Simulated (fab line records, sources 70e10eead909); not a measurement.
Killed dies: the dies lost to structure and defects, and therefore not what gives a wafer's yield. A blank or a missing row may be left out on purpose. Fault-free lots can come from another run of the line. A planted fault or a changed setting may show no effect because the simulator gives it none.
Matching of chambers + flow nand_harc + NHARC_P_M2_PRE_CLEAN_32 on pecvd-04 has 3 sister chambers
The step time 12 s. 6 wafers are shown with their chamber, then 9 later ones without.

EACH WAFER AND ITS CHAMBER
| wafer  | chamber | heater_power_w (W) | heater_power_outer_w (W) |
|--------|---------|--------------------|--------------------------|
| L262.1 | 0       | 621                | 333                      |
| L265.1 | 1       | 703                | 434                      |
| L265.5 | 0       | 674                | 385                      |
| L271.2 | 2       | 542                | 328                      |
| L271.5 | 1       | 691                | 402                      |
| L271.6 | 2       | 534                | 337                      |

WAFERS WITH NO CHAMBER GIVEN
| wafer  | heater_power_w (W) | heater_power_outer_w (W) |
|--------|--------------------|--------------------------|
| L275.1 | 620                | 346                      |
| L275.2 | 722                | 420                      |
| L275.3 | 577                | 366                      |
| L280.1 | 770                | 460                      |
| L280.4 | 756                | 460                      |
| L280.6 | 540                | 293                      |
| L281.3 | 514                | 323                      |
| L281.4 | 527                | 316                      |
| L281.6 | 650                | 371                      |

EACH ONE'S CHAMBER
| wafer  | from the rows above     | in truth                   |
|--------|-------------------------|----------------------------|
| L275.1 | 0                       | 0                          |
| L275.2 | 1                       | 1                          |
| L275.3 | can't be placed: 2 or 0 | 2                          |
| L280.1 | 1                       | 1                          |
| L280.4 | 1                       | 1                          |
| L280.6 | 2                       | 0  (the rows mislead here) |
| L281.3 | 2                       | 2                          |
| L281.4 | 2                       | 2                          |
| L281.6 | 0                       | 0                          |
Placed correctly: 7 of 9. Not placeable from these rows: 1 (in 1, the candidates include the true chamber). Placed wrongly: 1.
How it was worked out, from the rows above alone: a wafer's distance from a chamber is the root of the sum, over the readings, of the square of ((its reading less the chamber's mean) divided by the reading's scatter). If the next closest chamber is less than 2 further off than the closest, the wafer can't be placed; otherwise it belongs to the closest. Each chamber's mean is taken over the wafers shown for it. How the scatter is found: for the shown wafers, subtract from each reading the mean of its chamber, square and add these, divide the total by (wafers less chambers), then take the root.
